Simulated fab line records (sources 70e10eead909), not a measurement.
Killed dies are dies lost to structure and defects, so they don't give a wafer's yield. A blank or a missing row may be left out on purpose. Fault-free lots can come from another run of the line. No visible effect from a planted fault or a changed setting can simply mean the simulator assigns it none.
A sampling plan put to the test || flow nand harc || one fab line, 34 faults that these records tell of, each judged on the records of the lots that it struck
The plan consists of the line's own looks: route steps at which the wafer is read by a gauge or an inspection but not changed. A look can be judged if struck wafers have a number there and the file gives its usual mean and standard deviation on fault-free wafers. Caught: at a look after the fault's first step, the mean of the struck wafers lies 4 or more of those standard deviations (sigma) from the usual mean. On the tool: the same test on the tool's own readings at the fault's steps. Another recipe on the struck wafers, or a record that is blank for them alone, also counts as caught.

== THE FAULTS, as the simulator had put them in ==
1. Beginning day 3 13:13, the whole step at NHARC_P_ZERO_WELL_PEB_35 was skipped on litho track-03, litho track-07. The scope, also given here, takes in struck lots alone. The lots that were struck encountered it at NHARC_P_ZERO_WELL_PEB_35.
2. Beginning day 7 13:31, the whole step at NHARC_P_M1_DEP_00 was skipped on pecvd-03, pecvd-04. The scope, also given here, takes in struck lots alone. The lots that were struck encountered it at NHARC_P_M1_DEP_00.
3. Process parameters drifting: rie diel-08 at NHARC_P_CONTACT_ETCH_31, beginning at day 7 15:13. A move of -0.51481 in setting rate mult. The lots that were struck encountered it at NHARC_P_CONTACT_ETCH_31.
4. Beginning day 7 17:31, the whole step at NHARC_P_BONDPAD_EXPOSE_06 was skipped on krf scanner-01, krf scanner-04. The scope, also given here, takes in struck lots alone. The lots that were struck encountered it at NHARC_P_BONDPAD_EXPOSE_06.
5. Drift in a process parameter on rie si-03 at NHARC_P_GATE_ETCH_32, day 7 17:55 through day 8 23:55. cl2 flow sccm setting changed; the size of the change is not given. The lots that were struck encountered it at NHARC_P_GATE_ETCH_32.
6. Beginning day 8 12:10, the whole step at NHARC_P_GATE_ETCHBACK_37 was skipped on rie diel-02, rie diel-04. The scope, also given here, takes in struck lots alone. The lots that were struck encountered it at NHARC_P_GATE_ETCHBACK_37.
7. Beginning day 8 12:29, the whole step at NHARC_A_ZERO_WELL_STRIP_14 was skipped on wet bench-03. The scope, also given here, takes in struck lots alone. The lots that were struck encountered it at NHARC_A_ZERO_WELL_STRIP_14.
8. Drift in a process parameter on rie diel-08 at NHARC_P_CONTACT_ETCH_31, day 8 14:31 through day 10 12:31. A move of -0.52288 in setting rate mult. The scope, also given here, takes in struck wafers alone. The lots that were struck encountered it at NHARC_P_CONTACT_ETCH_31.
9. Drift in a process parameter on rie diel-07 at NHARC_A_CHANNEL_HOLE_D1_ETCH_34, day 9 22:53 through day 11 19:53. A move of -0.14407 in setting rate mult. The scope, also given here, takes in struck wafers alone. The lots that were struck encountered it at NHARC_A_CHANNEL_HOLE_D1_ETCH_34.
10. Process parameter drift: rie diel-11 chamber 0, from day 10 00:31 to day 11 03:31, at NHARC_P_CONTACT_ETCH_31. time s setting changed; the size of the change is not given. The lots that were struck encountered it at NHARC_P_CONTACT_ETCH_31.
11. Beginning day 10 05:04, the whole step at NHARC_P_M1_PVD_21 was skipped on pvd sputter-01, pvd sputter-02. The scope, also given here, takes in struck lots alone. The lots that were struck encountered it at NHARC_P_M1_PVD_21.
12. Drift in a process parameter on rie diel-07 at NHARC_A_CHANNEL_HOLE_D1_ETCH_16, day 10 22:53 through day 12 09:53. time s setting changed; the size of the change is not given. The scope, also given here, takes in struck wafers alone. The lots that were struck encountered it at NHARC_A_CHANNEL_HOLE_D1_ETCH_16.
13. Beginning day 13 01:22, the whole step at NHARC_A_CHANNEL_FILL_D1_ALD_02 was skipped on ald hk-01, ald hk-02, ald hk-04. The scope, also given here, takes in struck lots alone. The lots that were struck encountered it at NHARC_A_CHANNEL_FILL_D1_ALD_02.
14. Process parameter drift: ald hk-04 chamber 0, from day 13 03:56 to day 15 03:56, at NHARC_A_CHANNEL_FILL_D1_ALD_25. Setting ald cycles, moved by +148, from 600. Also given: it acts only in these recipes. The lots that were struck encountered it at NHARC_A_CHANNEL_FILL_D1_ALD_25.
15. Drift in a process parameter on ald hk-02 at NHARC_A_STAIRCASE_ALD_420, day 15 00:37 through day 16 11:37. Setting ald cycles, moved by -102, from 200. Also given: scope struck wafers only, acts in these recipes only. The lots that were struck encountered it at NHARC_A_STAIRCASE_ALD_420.
16. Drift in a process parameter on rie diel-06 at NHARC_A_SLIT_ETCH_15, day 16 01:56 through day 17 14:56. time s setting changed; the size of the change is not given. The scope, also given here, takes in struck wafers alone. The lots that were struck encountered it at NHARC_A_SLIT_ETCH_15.
17. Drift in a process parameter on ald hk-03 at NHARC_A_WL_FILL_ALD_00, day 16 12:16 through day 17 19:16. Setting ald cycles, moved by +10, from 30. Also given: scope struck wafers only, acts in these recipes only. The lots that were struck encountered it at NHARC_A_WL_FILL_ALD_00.
18. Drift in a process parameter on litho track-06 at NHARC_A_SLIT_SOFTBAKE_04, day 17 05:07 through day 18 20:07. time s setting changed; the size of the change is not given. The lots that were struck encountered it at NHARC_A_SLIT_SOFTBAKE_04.
19. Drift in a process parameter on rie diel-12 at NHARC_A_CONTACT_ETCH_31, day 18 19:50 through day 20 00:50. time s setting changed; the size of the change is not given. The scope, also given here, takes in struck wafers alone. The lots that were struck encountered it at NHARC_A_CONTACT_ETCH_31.
20. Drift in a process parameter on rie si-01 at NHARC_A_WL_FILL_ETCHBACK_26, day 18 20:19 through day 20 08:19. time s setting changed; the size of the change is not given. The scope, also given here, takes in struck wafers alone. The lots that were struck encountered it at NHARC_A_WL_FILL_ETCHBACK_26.
21. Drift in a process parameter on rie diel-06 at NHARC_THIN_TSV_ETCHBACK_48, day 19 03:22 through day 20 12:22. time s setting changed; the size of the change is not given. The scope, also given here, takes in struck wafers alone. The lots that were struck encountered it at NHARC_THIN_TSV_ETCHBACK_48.
22. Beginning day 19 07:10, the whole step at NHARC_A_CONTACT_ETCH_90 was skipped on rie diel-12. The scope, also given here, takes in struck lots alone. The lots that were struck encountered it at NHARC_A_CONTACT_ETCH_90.
23. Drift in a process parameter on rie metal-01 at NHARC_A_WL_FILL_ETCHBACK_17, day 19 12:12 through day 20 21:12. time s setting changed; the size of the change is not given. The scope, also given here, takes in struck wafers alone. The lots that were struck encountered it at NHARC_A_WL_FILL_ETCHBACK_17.
24. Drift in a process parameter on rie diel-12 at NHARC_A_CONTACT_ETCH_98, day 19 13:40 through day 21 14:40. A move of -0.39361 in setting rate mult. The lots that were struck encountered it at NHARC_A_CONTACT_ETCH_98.
25. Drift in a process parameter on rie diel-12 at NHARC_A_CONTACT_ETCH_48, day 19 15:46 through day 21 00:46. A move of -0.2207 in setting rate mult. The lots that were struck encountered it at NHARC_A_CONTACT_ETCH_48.
26. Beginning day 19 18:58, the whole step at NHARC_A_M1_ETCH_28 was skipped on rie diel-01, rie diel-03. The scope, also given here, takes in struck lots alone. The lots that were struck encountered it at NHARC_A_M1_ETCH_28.
27. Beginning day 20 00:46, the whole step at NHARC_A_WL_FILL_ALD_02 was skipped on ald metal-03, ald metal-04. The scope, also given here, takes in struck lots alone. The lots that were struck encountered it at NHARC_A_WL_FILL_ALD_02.
28. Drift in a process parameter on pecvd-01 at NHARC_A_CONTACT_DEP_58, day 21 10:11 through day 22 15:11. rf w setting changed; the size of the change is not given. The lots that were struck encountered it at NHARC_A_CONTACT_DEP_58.
29. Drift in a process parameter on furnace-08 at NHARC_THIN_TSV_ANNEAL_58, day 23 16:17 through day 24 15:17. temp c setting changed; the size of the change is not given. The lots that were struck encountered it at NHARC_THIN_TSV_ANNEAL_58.
30. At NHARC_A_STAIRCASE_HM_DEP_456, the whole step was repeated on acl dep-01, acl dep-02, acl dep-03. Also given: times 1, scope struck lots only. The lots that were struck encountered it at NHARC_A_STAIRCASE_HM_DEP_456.
31. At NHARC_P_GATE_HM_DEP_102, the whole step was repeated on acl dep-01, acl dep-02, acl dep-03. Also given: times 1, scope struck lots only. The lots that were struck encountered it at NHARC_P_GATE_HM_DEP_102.
32. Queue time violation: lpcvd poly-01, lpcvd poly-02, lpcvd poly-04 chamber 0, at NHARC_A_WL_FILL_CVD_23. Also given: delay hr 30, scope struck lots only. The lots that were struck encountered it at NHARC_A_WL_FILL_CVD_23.
33. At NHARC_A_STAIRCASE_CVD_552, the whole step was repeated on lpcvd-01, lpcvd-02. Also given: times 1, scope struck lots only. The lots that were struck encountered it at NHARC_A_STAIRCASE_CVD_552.
34. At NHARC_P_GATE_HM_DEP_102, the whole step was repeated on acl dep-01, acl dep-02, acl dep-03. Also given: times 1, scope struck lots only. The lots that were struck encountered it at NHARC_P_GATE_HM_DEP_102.

== WHAT THE PLAN SAW ==
{"fault": 1, "on the tool itself": "the tool's record is blank for the struck wafers", "first look that catches it": "no look after it can be judged", "reading, sigma": "-", "median hours from its first step to that look": "-", "hours from the fault's start to the first struck lot there": "-", "judged looks passed uncaught": 0}
{"fault": 2, "on the tool itself": "the tool's record is blank for the struck wafers", "first look that catches it": "not the one look that can be judged after it", "reading, sigma": "-", "median hours from its first step to that look": "-", "hours from the fault's start to the first struck lot there": "-", "judged looks passed uncaught": 1}
{"fault": 3, "on the tool itself": "oes product au -25 sigma", "first look that catches it": "not the one look that can be judged after it", "reading, sigma": "-", "median hours from its first step to that look": "-", "hours from the fault's start to the first struck lot there": "-", "judged looks passed uncaught": 1}
{"fault": 4, "on the tool itself": "no reading that can be judged", "first look that catches it": "no look after it can be judged", "reading, sigma": "-", "median hours from its first step to that look": "-", "hours from the fault's start to the first struck lot there": "-", "judged looks passed uncaught": 0}
{"fault": 5, "on the tool itself": "throttle valve pct -70 sigma", "first look that catches it": "not the one look that can be judged after it", "reading, sigma": "-", "median hours from its first step to that look": "-", "hours from the fault's start to the first struck lot there": "-", "judged looks passed uncaught": 1}
{"fault": 6, "on the tool itself": "the tool's record is blank for the struck wafers", "first look that catches it": "not the one look that can be judged after it", "reading, sigma": "-", "median hours from its first step to that look": "-", "hours from the fault's start to the first struck lot there": "-", "judged looks passed uncaught": 1}
{"fault": 7, "on the tool itself": "the tool's record is blank for the struck wafers", "first look that catches it": "none of the 3 looks that can be judged after it", "reading, sigma": "-", "median hours from its first step to that look": "-", "hours from the fault's start to the first struck lot there": "-", "judged looks passed uncaught": 3}
{"fault": 8, "on the tool itself": "oes product au -25 sigma", "first look that catches it": "none of the 2 looks that can be judged after it", "reading, sigma": "-", "median hours from its first step to that look": "-", "hours from the fault's start to the first struck lot there": "-", "judged looks passed uncaught": 2}
{"fault": 9, "on the tool itself": "oes product au -4.8 sigma", "first look that catches it": "not the one look that can be judged after it", "reading, sigma": "-", "median hours from its first step to that look": "-", "hours from the fault's start to the first struck lot there": "-", "judged looks passed uncaught": 1}
{"fault": 10, "on the tool itself": "run length s -93 sigma", "first look that catches it": "no look after it can be judged", "reading, sigma": "-", "median hours from its first step to that look": "-", "hours from the fault's start to the first struck lot there": "-", "judged looks passed uncaught": 0}
{"fault": 11, "on the tool itself": "the tool's record is blank for the struck wafers", "first look that catches it": "not the one look that can be judged after it", "reading, sigma": "-", "median hours from its first step to that look": "-", "hours from the fault's start to the first struck lot there": "-", "judged looks passed uncaught": 1}
{"fault": 12, "on the tool itself": "run length s -99 or beyond sigma", "first look that catches it": "no look after it can be judged", "reading, sigma": "-", "median hours from its first step to that look": "-", "hours from the fault's start to the first struck lot there": "-", "judged looks passed uncaught": 0}
{"fault": 13, "on the tool itself": "the tool's record is blank for the struck wafers", "first look that catches it": "no look after it can be judged", "reading, sigma": "-", "median hours from its first step to that look": "-", "hours from the fault's start to the first struck lot there": "-", "judged looks passed uncaught": 0}
{"fault": 14, "on the tool itself": "under 2 sigma", "first look that catches it": "not the one look that can be judged after it", "reading, sigma": "-", "median hours from its first step to that look": "-", "hours from the fault's start to the first struck lot there": "-", "judged looks passed uncaught": 1}
{"fault": 15, "on the tool itself": "under 2 sigma", "first look that catches it": "no look after it can be judged", "reading, sigma": "-", "median hours from its first step to that look": "-", "hours from the fault's start to the first struck lot there": "-", "judged looks passed uncaught": 0}
{"fault": 16, "on the tool itself": "run length s -99 or beyond sigma", "first look that catches it": "no look after it can be judged", "reading, sigma": "-", "median hours from its first step to that look": "-", "hours from the fault's start to the first struck lot there": "-", "judged looks passed uncaught": 0}
{"fault": 17, "on the tool itself": "under 2 sigma", "first look that catches it": "no look after it can be judged", "reading, sigma": "-", "median hours from its first step to that look": "-", "hours from the fault's start to the first struck lot there": "-", "judged looks passed uncaught": 0}
{"fault": 18, "on the tool itself": "heater power total W +35 sigma", "first look that catches it": "no look after it can be judged", "reading, sigma": "-", "median hours from its first step to that look": "-", "hours from the fault's start to the first struck lot there": "-", "judged looks passed uncaught": 0}
{"fault": 19, "on the tool itself": "run length s -99 or beyond sigma", "first look that catches it": "no look after it can be judged", "reading, sigma": "-", "median hours from its first step to that look": "-", "hours from the fault's start to the first struck lot there": "-", "judged looks passed uncaught": 0}
{"fault": 20, "on the tool itself": "run length s -7.5 sigma", "first look that catches it": "no look after it can be judged", "reading, sigma": "-", "median hours from its first step to that look": "-", "hours from the fault's start to the first struck lot there": "-", "judged looks passed uncaught": 0}
{"fault": 21, "on the tool itself": "run length s -99 or beyond sigma", "first look that catches it": "no look after it can be judged", "reading, sigma": "-", "median hours from its first step to that look": "-", "hours from the fault's start to the first struck lot there": "-", "judged looks passed uncaught": 0}
{"fault": 22, "on the tool itself": "the tool's record is blank for the struck wafers", "first look that catches it": "no look after it can be judged", "reading, sigma": "-", "median hours from its first step to that look": "-", "hours from the fault's start to the first struck lot there": "-", "judged looks passed uncaught": 0}
{"fault": 23, "on the tool itself": "run length s -7.4 sigma", "first look that catches it": "not the one look that can be judged after it", "reading, sigma": "-", "median hours from its first step to that look": "-", "hours from the fault's start to the first struck lot there": "-", "judged looks passed uncaught": 1}
{"fault": 24, "on the tool itself": "oes product au -10 sigma", "first look that catches it": "no look after it can be judged", "reading, sigma": "-", "median hours from its first step to that look": "-", "hours from the fault's start to the first struck lot there": "-", "judged looks passed uncaught": 0}
{"fault": 25, "on the tool itself": "oes product au -19 sigma", "first look that catches it": "no look after it can be judged", "reading, sigma": "-", "median hours from its first step to that look": "-", "hours from the fault's start to the first struck lot there": "-", "judged looks passed uncaught": 0}
{"fault": 26, "on the tool itself": "the tool's record is blank for the struck wafers", "first look that catches it": "no look after it can be judged", "reading, sigma": "-", "median hours from its first step to that look": "-", "hours from the fault's start to the first struck lot there": "-", "judged looks passed uncaught": 0}
{"fault": 27, "on the tool itself": "the tool's record is blank for the struck wafers", "first look that catches it": "no look after it can be judged", "reading, sigma": "-", "median hours from its first step to that look": "-", "hours from the fault's start to the first struck lot there": "-", "judged looks passed uncaught": 0}
{"fault": 28, "on the tool itself": "rf fwd power W -50 sigma", "first look that catches it": "no look after it can be judged", "reading, sigma": "-", "median hours from its first step to that look": "-", "hours from the fault's start to the first struck lot there": "-", "judged looks passed uncaught": 0}
{"fault": 29, "on the tool itself": "spike tc lower C +29 sigma", "first look that catches it": "not the one look that can be judged after it", "reading, sigma": "-", "median hours from its first step to that look": "-", "hours from the fault's start to the first struck lot there": "-", "judged looks passed uncaught": 1}
{"fault": 30, "on the tool itself": "under 2 sigma", "first look that catches it": "not the one look that can be judged after it", "reading, sigma": "-", "median hours from its first step to that look": "-", "hours from the fault's start to the first struck lot there": "-", "judged looks passed uncaught": 1}
{"fault": 31, "on the tool itself": "under 2 sigma", "first look that catches it": "not the one look that can be judged after it", "reading, sigma": "-", "median hours from its first step to that look": "-", "hours from the fault's start to the first struck lot there": "-", "judged looks passed uncaught": 1}
{"fault": 32, "on the tool itself": "under 2 sigma", "first look that catches it": "not the one look that can be judged after it", "reading, sigma": "-", "median hours from its first step to that look": "-", "hours from the fault's start to the first struck lot there": "-", "judged looks passed uncaught": 1}
{"fault": 33, "on the tool itself": "under 2 sigma", "first look that catches it": "no look after it can be judged", "reading, sigma": "-", "median hours from its first step to that look": "-", "hours from the fault's start to the first struck lot there": "-", "judged looks passed uncaught": 0}
{"fault": 34, "on the tool itself": "under 2 sigma", "first look that catches it": "none of the 3 looks that can be judged after it", "reading, sigma": "-", "median hours from its first step to that look": "-", "hours from the fault's start to the first struck lot there": "-", "judged looks passed uncaught": 3}
A dash: the fault isn't caught, or these records don't give the number.

Caught at a look: 0 of 34. Caught on the tool: 25 of 34. By one or the other: 25 of 34.
On the tool alone, faults 1, 2, 3, 5, 6, 7, 8, 9, 10, 11, 12, 13, 16, 18, 19, 20, 21, 22, 23, 24, 25, 26, 27, 28, 29 were caught.
Caught by neither: faults 4, 14, 15, 17, 30, 31, 32, 33, 34.
